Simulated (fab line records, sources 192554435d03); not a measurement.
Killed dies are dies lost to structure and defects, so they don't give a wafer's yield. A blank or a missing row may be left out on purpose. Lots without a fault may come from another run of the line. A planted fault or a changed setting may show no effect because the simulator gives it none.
Split-lot experiment | flow n5_finfet | 7 lots, 21 wafers read, on a route of 1938 steps

THE SPLIT
At N5_SD_EPI_N_EXPOSE_06 (exposes mask SD N BLK, target cd 120 nm), the setting dose_mj was moved away from the recipe's 39.75 on 7 of the 21 wafers read, by -7.2% to +2.5%. The other wafers ran this setting at the recipe's value.

FROM THE SPLIT TO THE READING: what the file shows between them, 2 steps
- N5_SD_EPI_N_PEB_07: peb time 60 s
- N5_SD_EPI_N_DEVELOP_08: develop time 30 s

THE READING
cd_nm, in nm, at N5_SD_EPI_N_CD_MEAS_09 (target cd 120 nm). Fault-free wafers of this fab line usually give 119.8 nm, standard deviation 0.66 nm.

wafer  | tool, chamber at the split | dose_mj as run | against the recipe | cd_nm, nm | against lot-mates on the recipe
L077.1 | arfi_scanner-02, 0         | 38.14          | -4.1%              | 117.3     | -2.0
L077.3 | arfi_scanner-02, 0         | 39.75          | recipe             | 119.3     | -
L077.4 | arfi_scanner-02, 0         | 38.14          | -4.1%              | 117.6     | -1.7
L080.1 | arfi_scanner-01, 0         | 39.75          | recipe             | 120.0     | -
L080.3 | arfi_scanner-01, 0         | 39.75          | recipe             | 121.0     | -
L080.4 | arfi_scanner-01, 0         | 39.75          | recipe             | 119.6     | -
L082.1 | arfi_scanner-01, 0         | 39.75          | recipe             | 119.5     | -
L082.4 | arfi_scanner-01, 0         | 39.75          | recipe             | 120.5     | -
L082.6 | arfi_scanner-01, 0         | 39.75          | recipe             | 120.2     | -
L086.2 | arfi_scanner-02, 0         | 39.75          | recipe             | 121.0     | -
L086.4 | arfi_scanner-02, 0         | 39.75          | recipe             | 119.7     | -
L086.6 | arfi_scanner-02, 0         | 39.75          | recipe             | 119.5     | -
L091.1 | arfi_scanner-01, 0         | 39.75          | recipe             | 119.5     | -
L091.2 | arfi_scanner-01, 0         | 39.75          | recipe             | 120.2     | -
L091.3 | arfi_scanner-01, 0         | 39.75          | recipe             | 119.5     | -
L094.3 | arfi_scanner-03, 0         | 36.89          | -7.2%              | 115.5     | -3.8
L094.5 | arfi_scanner-03, 0         | 36.89          | -7.2%              | 115.1     | -4.2
L094.6 | arfi_scanner-03, 0         | 39.75          | recipe             | 119.3     | -
L095.2 | arfi_scanner-02, 0         | 40.76          | +2.5%              | 121.7     | no lot-mate on the recipe
L095.3 | arfi_scanner-02, 0         | 40.76          | +2.5%              | 121.6     | no lot-mate on the recipe
L095.6 | arfi_scanner-02, 0         | 40.76          | +2.5%              | 123.0     | no lot-mate on the recipe

THE FIT
A straight line over all 21 wafers: cd_nm changes by +0.673 nm for each +1% of dose_mj; r = +0.95; the points scatter about the line by 0.58 nm.
The same after taking each lot's own level away (the mean of its wafers on the recipe; 18 wafers): +0.535 nm for each +1%; r = +0.95; scatter 0.47 nm.
On that fit, the largest move of dose_mj shifts the reading by 3.9 nm.
The lots' own levels span 119.30 to 120.20 nm, that is 1.4 times the standard deviation above.
So the lot-to-lot level changes the slope: the two fits differ.
Check: with one of the wafers moved furthest among these (-7.2%) left out of the fit, the line predicts -3.85 nm for it against its lot-mates. It came out at -3.8 nm against them.

THE WHOLE CHAIN: every reading that the file lists as answering this split, in the file's order
step                   | what it does                                           | reading                                                         | change (the file's fit)               | r (the file's)
N5_SD_EPI_N_CD_MEAS_09 | target cd 120 nm                                       | cd_nm                                                           | +0.533 nm for each +1% of the setting | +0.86
N5_SD_EPI_N_DESCUM_14  | chemistry O2, time 7.9 s                               | SD_EPI_N.cd_nm (the simulator's own value, which no gauge read) | +0.565 nm for each +1% of the setting | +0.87
N5_SD_EPI_N_ETCH_34    | etches SiARC in CF4, target depth 45.5 nm, time 75.8 s | SD_EPI_N.cd_nm (the simulator's own value, which no gauge read) | +0.586 nm for each +1% of the setting | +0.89

THE FILE'S OWN FIT
cd_nm changes by +0.533 nm for each +1% of dose_mj, r = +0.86.
